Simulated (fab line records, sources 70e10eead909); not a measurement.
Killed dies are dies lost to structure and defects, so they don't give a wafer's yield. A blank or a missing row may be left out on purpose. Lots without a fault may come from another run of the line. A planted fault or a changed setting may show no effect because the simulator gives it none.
Chamber matching | flow nand_harc | NHARC_P_CONTACT_CMP_01 on cmp-03: 4 sister chambers
The step polishes SiO2, target thk 200 nm. 7 wafers are shown with their chamber, then 7 later ones without.

WAFERS WITH THEIR CHAMBER
wafer  | chamber | motor_current_A (A)
L465.5 | 3       | 12.4
L469.5 | 1       | 11.3
L478.1 | 0       | 10.4
L478.3 | 1       | 11.3
L478.5 | 3       | 13.2
L477.4 | 2       | 10.4
L477.5 | 0       | 11.0

WAFERS WITHOUT THEIR CHAMBER
wafer  | motor_current_A (A)
L477.6 | 11.1
L480.1 | 10.4
L480.2 | 11.0
L480.6 | 11.2
L482.1 | 13.2
L482.2 | 10.8
L482.4 | 11.5

WHICH CHAMBER EACH WENT THROUGH
wafer  | from the rows above          | in truth
L477.6 | can't be placed: 1 or 0 or 2 | 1
L480.1 | can't be placed: 2 or 0      | 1
L480.2 | can't be placed: 0 or 1 or 2 | 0
L480.6 | can't be placed: 1 or 0 or 2 | 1
L482.1 | 3                            | 3
L482.2 | can't be placed: 0 or 2 or 1 | 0
L482.4 | can't be placed: 1 or 0      | 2
Placed correctly: 1 of 7. Can't be placed from these rows: 6 (the true chamber is among the candidates in 4). Placed wrongly: 0.
How it was worked out, from the rows above alone: a wafer's distance from a chamber is the root of the sum, over the readings, of the square of ((its reading less the chamber's mean) divided by the reading's scatter). The wafer belongs to the nearest chamber; if the next one is less than 2 further off, it can't be placed. A chamber's mean is the mean of its shown wafers. The scatter: the root of (the sum of the squares of (reading less its chamber's mean) over the shown wafers, divided by (wafers less chambers)).
